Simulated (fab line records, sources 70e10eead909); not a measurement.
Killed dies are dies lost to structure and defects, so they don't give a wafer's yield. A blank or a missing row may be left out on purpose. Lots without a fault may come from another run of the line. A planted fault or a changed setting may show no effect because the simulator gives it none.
Which tool did it? | flow nand_harc | 12 lots, 36 wafers sampled, at 3 steps of a route of 1302

WHAT THE GAUGES READ, wafer by wafer
NHARC_P_ZERO_WELL_CD_MEAS_37: target cd 720 nm.
lot  | measured     | on        | cd_nm (nm)
L075 | day 2 10:15  | cd_sem-01 | 722.5 718.8 719.9
L077 | day 3 06:09  | cd_sem-02 | 720.3 717.7 721.4
L079 | day 4 02:01  | cd_sem-01 | 719.9 721.0 720.4
L081 | day 4 22:02  | cd_sem-02 | 719.5 719.0 721.1
L083 | day 5 18:07  | cd_sem-03 | 718.5 722.0 718.5
L085 | day 6 14:02  | cd_sem-02 | 719.0 718.8 717.8
L087 | day 7 10:07  | cd_sem-03 | 719.8 723.0 719.5
L089 | day 8 06:17  | cd_sem-01 | 721.8 720.2 723.0
L091 | day 9 02:23  | cd_sem-03 | 719.8 720.1 719.2
L093 | day 10 01:38 | cd_sem-02 | 719.1 720.1 718.5
L095 | day 10 22:16 | cd_sem-02 | 719.7 719.8 720.7
L097 | day 11 14:02 | cd_sem-02 | 720.5 722.1 723.4

WHICH TOOL RAN EACH LOT (tool, then ch and the chambers of the sampled wafers, then the start)
lot  | NHARC_P_ZERO_WELL_DESCUM_13        | NHARC_P_ZERO_WELL_ETCH_62
L075 | rie_diel-03 ch 1,2, day 2 07:30    | rie_diel-03 ch 0,1, day 2 10:15 or earlier
L077 | rie_diel-01 ch 0,1,2, day 3 03:26  | rie_diel-01 ch 1,2,3, day 3 06:09 or earlier
L079 | rie_diel-03 ch 0,2, day 3 23:25    | rie_diel-03 ch 2,3, day 4 02:01 or earlier
L081 | rie_diel-01 ch 0,1, day 4 19:18    | rie_diel-01 ch 0,2,3, day 4 22:02 or earlier
L083 | rie_diel-07 ch 0,2,3, day 5 15:25  | rie_diel-07 ch 1,2, day 5 18:07 or earlier
L085 | rie_diel-01 ch 2,3, day 6 11:20    | rie_diel-01 ch 1,2,3, day 6 14:02 or earlier
L087 | rie_diel-07 ch 0,3, day 7 07:24    | rie_diel-07 ch 0,2,3, day 7 10:07 or earlier
L089 | rie_diel-03 ch 1,2,3, day 8 03:26  | rie_diel-03 ch 0,1,3, day 8 06:17 or earlier
L091 | rie_diel-01 ch 0,3, day 8 23:17    | rie_diel-01 ch 1,3, day 9 02:23 or earlier
L093 | rie_diel-07 ch 1,2, day 9 19:32    | rie_diel-07 ch 0,2,3, day 10 01:38 or earlier
L095 | rie_diel-07 ch 0,1, day 10 15:23   | rie_diel-07 ch 1,3, day 10 22:16 or earlier
L097 | rie_diel-03 ch 0,1,3, day 11 11:29 | rie_diel-03 ch 0,3, day 11 14:02 or earlier
- NHARC_P_ZERO_WELL_DESCUM_13: chemistry O2, time 3 s.
- NHARC_P_ZERO_WELL_ETCH_62: etches the open film in CHF3/Ar, target depth 13 nm, time 6.5 s.

THE ANSWER, worked out from the rows above alone
Rule: what is usual is taken from the lots themselves. Put in order of their means at a reading, lots are off if they are a third of the lots or fewer, leave a main group of 4 or more, and stand apart from it by a gap of 3 or more times the standard deviation of the main group's means; of several such gaps the widest counts. A main group whose means are all the same, to the digits that the tables above print for the reading, isn't used. A lot without any number at a reading at which 4 lots or more have one is off too. The other lots that the step has rows for count as sound.
No lot is off at any reading shown: from this, nothing can be told.

WHAT THE SIMULATOR HAD PUT IN
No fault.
